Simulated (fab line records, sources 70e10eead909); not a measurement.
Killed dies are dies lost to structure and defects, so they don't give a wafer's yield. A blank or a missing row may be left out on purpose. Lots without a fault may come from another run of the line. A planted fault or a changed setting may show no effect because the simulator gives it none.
fab line records | flow nand_harc
record lots=12 wafers=36 last_day=33
route steps=1302 shown P_CONTACT@218
lots that met no fault: from a run of the same line without faults
start_h: hours from the record's first day to the start of the lot's first wafer shown | wait_h: hours since the lot's step before | " the same as in the row above | L1.1+2: a row that stands for several wafers | - no value, or no start given | * or withheld: withheld | < > ~ a bound
route shown NAME@n: a module of which the file shows steps, and the number in the route of the first | usual: mean/standard deviation of fault-free wafers | same: alike in all rows | chamber/n: place in a boat | sites: the reading at each site | _std_site: their standard deviation | _edge_site: outer sites' mean less inner sites' | radius_mm: how far each site lies from the wafer's centre | mask NAME#n: copy n | behind: the tool/chamber that last shaped the wafer | hold: why the lot was held/for how many hours/how that ended | device: the transistor (n, p or np) that didn't switch | end of line: the same wafers' tests at the end of the route | a step without rows: its recipe alone | killed: dies lost to structure and defects at the first sort, not the wafer's yield | map: a wafer's dies, x killed, . not, _ none there
set.NAME: the setting as run; set.NAME@STEP: as run at that earlier step | model.NAME: the simulator's own value behind a step, which no gauge read
steps of the route over a sample of lots; a table a step, a row a wafer
services: from which hour (start_h, from the record's first day; less than 0 if before it) a tool's chamber was out of use, for how many hours, and why
## steps
# step NHARC_P_CONTACT_DEP_00
# recipe target_thk_a=5000 temp_c=400 pressure_torr=6.5 rf_w=900 teos_flow_sccm=161.4 flow_sccm=2650 target_thk_nm=500 gas=O2 material=SiO2
# usual heater_power_w=526/72 throttle_valve_pct=16.0/0.55
# columns lot.wafer tool chamber start_h wait_h heater_power_w throttle_valve_pct
L189.2 pecvd-04 2 - - 571 17.0
L189.1 " 0 " " 562 16.1
L189.5 " 0 " " 564 15.8
L191.3 pecvd-04 2 - - 488 17.1
L191.4 " 0 " " 549 15.7
L191.5 " 1 " " 536 15.8
L193.1 pecvd-03 2 - - 591 15.3
L193.2 " 0 " " 524 16.6
L193.4 " 0 " " 388 16.5
L195.2 pecvd-04 0 - - 543 15.8
L195.1 " 1 " " 514 16.0
L195.5 " 2 " " 594 17.1
L197.3 pecvd-04 0 - - 463 16.1
L197.2 " 1 " " 579 15.8
L197.6 " 2 " " 550 17.5
L199.1 pecvd-03 2 - - 644 15.4
L199.3 " 0 " " 495 16.2
L199.6 " 1 " " 616 15.1
L203.2 pecvd-03 2 - - 610 15.5
L203.5 " 2 " " 629 15.3
L203.4 " 1 " " 553 15.3
L204.1 pecvd-02 2 - - 408 16.0
L204.4 " 2 " " 438 16.2
L204.5 " 1 " " 514 15.2
L206.3 pecvd-03 2 - - 550 15.5
L206.1 " 1 " " 564 15.4
L206.5 " 1 " " 574 15.2
L207.3 pecvd-03 0 - - 448 16.2
L207.5 " 0 " " 470 16.1
L207.4 " 1 " " 532 15.3
L209.6 pecvd-04 0 - - 514 16.3
L209.4 " 1 " " 534 15.3
L209.5 " 2 " " 618 16.8
L208.3 pecvd-03 0 - - 443 16.2
L208.2 " 1 " " 481 15.6
L208.4 " 0 " " 486 16.4
# step NHARC_P_CONTACT_PVD_32
# recipe target_thk_a=50 chamber_pressure_pa=5 power_w=5000 substrate_temp_c=200 time_s=17.7 material=Ti
# usual cathode_dc_power_W=5000.0/0.97 throttle_valve_pct=30.4/0.8
# columns lot.wafer tool chamber start_h wait_h cathode_dc_power_W throttle_valve_pct
L189.2 pvd_sputter-01 - - - 5001.1 30.7
L189.1 " - " " 4999.4 30.7
L189.5 " - " " 5001.8 30.9
L191.3 pvd_sputter-01 - - - 5000.0 30.7
L191.4 " - " " 4999.2 30.4
L191.5 " - " " 5000.0 30.4
L193.1 pvd_sputter-02 - - - 5000.9 30.7
L193.2 " - " " 4999.6 31.1
L193.4 " - " " 4999.5 29.5
L195.1 pvd_sputter-02 - - - 4999.6 30.6
L195.2 " - " " 4999.9 31.1
L195.5 " - " " 5001.2 30.7
L197.2 pvd_sputter-01 - - - 5000.6 31.2
L197.3 " - " " 4999.2 31.3
L197.6 " - " " 5000.6 30.5
L199.1 pvd_sputter-03 - - - 5002.3 30.0
L199.3 " - " " 5001.1 28.2
L199.6 " - " " 4999.8 28.5
L203.2 pvd_sputter-02 - - - 5000.8 30.6
L203.4 " - " " 4998.5 30.9
L203.5 " - " " 5001.0 30.8
L204.4 pvd_sputter-01 - - - 4998.2 31.1
L204.1 " - " " 4999.1 29.6
L204.5 " - " " 5001.4 31.6
L206.3 pvd_sputter-01 - - - 4999.6 30.3
L206.1 " - " " 5000.6 29.6
L206.5 " - " " 5000.9 31.5
L207.4 pvd_sputter-02 - - - 4998.2 30.9
L207.3 " - " " 4997.9 28.7
L207.5 " - " " 5000.3 30.1
L209.4 pvd_sputter-01 - - - 4999.2 30.3
L209.6 " - " " 5000.3 31.4
L209.5 " - " " 5001.1 30.9
L208.4 pvd_sputter-03 - - - 5002.5 30.1
L208.3 " - " " 4999.5 28.2
L208.2 " - " " 4999.6 30.7
# step NHARC_P_CONTACT_ALD_22
# recipe target_thk_a=30 pulse_time_s=1 ald_cycles=150 temp_c=450 material=TiN
# usual heater_power_w=1102/130 precursor_pulse_height_rel=0.999/0.021
# columns lot.wafer tool chamber start_h wait_h heater_power_w precursor_pulse_height_rel
L189.1 ald_metal-04 0 128.78 - 1252 1.010
L189.2 " 1 " " 1246 1.002
L189.5 " 0 " " 1221 1.004
L191.4 ald_metal-04 3 143.43 - 935 1.024
L191.3 " 0 " " 1273 1.004
L191.5 " 2 " " 1201 0.960
L193.2 ald_metal-04 1 167.65 - 1263 0.983
L193.1 " 2 " " 1185 1.007
L193.4 " 3 " " 924 1.022
L195.2 ald_metal-01 3 183.91 - 988 0.955
L195.1 " 0 " " 1155 1.016
L195.5 " 2 " " 1079 1.021
L197.2 ald_metal-04 0 205.83 - 1243 0.998
L197.3 " 1 " " 1240 0.994
L197.6 " 0 " " 1259 0.996
L199.3 ald_metal-03 3 229.96 - 1143 0.985
L199.1 " 2 " " 868 1.007
L199.6 " 0 " " 1032 0.967
L203.4 ald_metal-04 3 266.48 - 928 0.985
L203.2 " 0 " " 1250 0.986
L203.5 " 3 " " 953 0.978
L204.4 ald_metal-01 2 285.24 - 1137 0.994
L204.1 " 0 " " 1177 1.021
L204.5 " 3 " " 949 0.989
L206.1 ald_metal-04 2 294.68 - 1223 1.014
L206.3 " 3 " " 931 1.004
L206.5 " 2 " " 1234 1.004
L207.4 ald_metal-04 3 308.15 - 901 1.028
L207.3 " 0 " " 1286 0.974
L207.5 " 2 " " 1243 0.969
L209.4 ald_metal-01 2 324.15 - 1125 0.967
L209.6 " 3 " " 972 0.976
L209.5 " 0 " " 1165 0.972
L208.3 ald_metal-04 2 324.46 - 1223 1.005
L208.2 " 3 " " 920 1.013
L208.4 " 0 " " 1253 0.990
# step NHARC_P_CONTACT_CVD_23
# recipe target_thk_a=2000 temp_c=300 pressure_torr=40 wf6_flow_sccm=40 h2_flow_sccm=1600 ar_flow_sccm=1560 time_s=557 material=W
# usual heater_power_w=465/52 throttle_valve_pct=7.76/0.27
# columns lot.wafer tool chamber start_h wait_h heater_power_w throttle_valve_pct
L189.2 cvd_w-02 1 128.98 - 418 7.14
L189.1 " 0 " " 478 7.62
L189.5 " 0 " " 493 7.68
L191.3 cvd_w-01 0 143.77 - 534 8.11
L191.4 " 1 " " 420 8.01
L191.5 " 1 " " 415 7.72
L193.2 cvd_w-01 0 167.84 - 533 8.15
L193.1 " 1 " " 420 7.75
L193.4 " 0 " " 526 7.94
L195.2 cvd_w-02 0 184.07 - 477 7.84
L195.1 " 1 " " 402 7.33
L195.5 " 0 " " 488 7.68
L197.2 cvd_w-02 0 206.14 - 479 7.69
L197.3 " 0 " " 477 7.82
L197.6 " 0 " " 501 7.86
L199.1 cvd_w-02 0 230.25 - 486 7.98
L199.3 " 0 " " 481 7.86
L199.6 " 0 " " 479 7.56
L203.2 cvd_w-01 0 266.66 - 519 7.96
L203.4 " 1 " " 424 7.40
L203.5 " 0 " " 531 7.73
L204.1 cvd_w-01 0 285.54 - 519 8.12
L204.4 " 1 " " 414 7.63
L204.5 " 0 " " 527 8.08
L206.1 cvd_w-01 0 294.88 - 518 8.00
L206.3 " 0 " " 531 8.12
L206.5 " 0 " " 537 8.17
L207.3 cvd_w-01 1 308.51 - 429 7.89
L207.4 " 0 " " 527 7.74
L207.5 " 1 " " 412 7.77
L209.4 cvd_w-01 0 324.57 - 528 8.01
L209.6 " 1 " " 406 7.84
L209.5 " 0 " " 533 8.41
L208.2 cvd_w-02 1 324.75 - 436 6.95
L208.4 " 0 " " 507 8.00
L208.3 " 1 " " 422 7.29
# step NHARC_P_CONTACT_CMP_24
# recipe t_overpolish_s=30 target_thk_nm=200
# usual motor_current_A=12.3/1.3 overpolish_run_s=30.001/0.009 retaining_ring_pressure_frac=0.999/0.0051 slurry_flow_ml_min=150.0/0.44 time_to_endpoint_s=40.4/2.8
# columns lot.wafer tool chamber start_h wait_h motor_current_A overpolish_run_s retaining_ring_pressure_frac slurry_flow_ml_min time_to_endpoint_s
L189.2 cmp-01 0 129.63 0.6 11.6 30.002 0.998 149.9 39.6
L189.1 " 2 " " 10.7 29.995 0.991 150.2 38.8
L189.5 " 1 " " 15.8 30.010 1.000 151.0 38.9
L191.3 cmp-02 3 144.25 0.4 12.1 29.992 1.000 150.5 37.5
L191.4 " 0 " " 11.9 29.998 1.001 148.9 36.5
L191.5 " 3 " " 12.7 29.987 1.007 150.3 38.8
L193.4 cmp-03 3 168.49 0.4 14.5 30.004 1.002 150.0 41.2
L193.2 " 0 " " 11.2 30.008 0.998 149.7 43.5
L193.1 " 2 " " 11.3 30.001 1.001 150.2 44.9
L195.2 cmp-01 3 184.72 0.6 12.0 29.993 0.993 149.9 40.3
L195.1 " 1 " " 14.6 29.986 0.995 149.9 38.6
L195.5 " 3 " " 12.2 30.018 0.997 149.5 43.7
L197.3 cmp-03 2 206.70 0.3 11.3 30.020 0.994 150.6 58.9
L197.2 " 1 " " 12.8 30.002 1.001 149.6 58.5
L197.6 " 3 " " 14.4 30.015 0.985 150.0 57.8
L199.3 cmp-01 3 230.80 0.3 11.5 29.999 1.000 150.0 54.4
L199.1 " 0 " " 12.8 29.996 1.002 150.4 51.2
L199.6 " 3 " " 12.7 30.008 0.994 149.6 54.4
L203.2 cmp-02 1 267.33 0.6 13.9 30.006 0.992 149.5 45.8
L203.4 " 2 " " 11.2 30.003 0.994 150.2 41.4
L203.5 " 1 " " 13.2 30.007 0.995 150.0 42.5
L204.1 cmp-02 2 286.10 0.5 11.4 29.994 0.993 150.5 40.7
L204.4 " 1 " " 13.9 30.000 0.997 150.1 45.2
L204.5 " 3 " " 11.9 30.005 0.999 150.4 40.0
L206.1 cmp-02 0 295.59 0.6 11.5 29.999 1.001 150.6 41.7
L206.3 " 1 " " 13.0 29.991 0.996 149.7 41.3
L206.5 " 2 " " 11.1 30.002 1.007 150.2 40.8
L207.4 cmp-02 0 308.98 0.3 11.1 30.005 1.003 150.1 41.7
L207.3 " 3 " " 12.0 29.997 1.000 149.7 41.4
L207.5 " 0 " " 12.0 29.999 1.009 149.4 38.4
L209.4 cmp-02 3 325.03 0.4 11.7 29.986 1.002 150.7 41.3
L209.6 " 0 " " 12.0 29.984 0.997 150.3 42.0
L209.5 " 1 " " 14.2 29.997 1.004 150.2 48.8
L208.3 cmp-01 3 325.31 0.3 11.9 30.006 0.999 151.0 42.5
L208.2 " 0 " " 12.5 29.989 0.993 149.6 41.9
L208.4 " 2 " " 10.9 30.006 1.006 150.2 42.6
## services
# columns tool chamber start_h hours kind
pvd_sputter-02 - 104.05 10.0 pm
pecvd-04 - 105.42 1.0 repair
cvd_w-02 - 113.29 13.0 pm
ald_metal-04 - 118.00 10.0 pm
pecvd-04 - 133.32 1.2 repair
cmp-02 - 135.51 4.0 pm
cvd_w-02 - 146.51 29.4 repair
ald_metal-04 - 150.56 0.8 repair
pvd_sputter-02 - 153.66 2.3 repair
cvd_w-01 - 185.00 13.0 pm
cmp-01 - 185.50 4.0 pm
pecvd-03 - 186.44 13.0 pm
ald_metal-04 2 197.02 59.0 repair
pvd_sputter-01 - 212.24 4.9 repair
ald_metal-04 1 218.67 11.7 repair
pvd_sputter-01 - 226.04 10.0 pm
cmp-02 - 233.51 4.0 pm
pvd_sputter-02 - 239.93 2.7 repair
pvd_sputter-02 - 250.48 2.4 repair
cmp-02 - 264.18 2.4 repair
pecvd-04 - 269.00 13.0 pm
pecvd-03 2 283.93 3.2 repair
cvd_w-02 - 294.29 13.0 pm
ald_metal-04 - 296.00 10.0 pm
## key
first_sign step=NHARC_P_CONTACT_CMP_24 reading=time_to_endpoint_s direction=up sigmas=5.5 usual=* struck=*
effect none on later readings
met_at NHARC_P_CONTACT_CVD_23
struck_lots L197,L199
tester_left_out L197,L199
not_acting_at NHARC_P_CONTACT_DEP_00,NHARC_P_CONTACT_PVD_32,NHARC_P_CONTACT_ALD_22
onset_between 184.07 206.14
fault kind=process_parameter_drift tool=cvd_w-02 chamber=- onset_h=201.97 steps=NHARC_P_CONTACT_CVD_23 channel=target_thk_a offset=* shape=step end_h=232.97 acts_in=* stated=*
# tester_left_out: of these lots the tester's yield and bins aren't shown, on N5 and GAA mostly nor the transistor test; their killed dies are dies lost to structure and defects alone, not to doping, threshold or leakage, so they don't give the yield
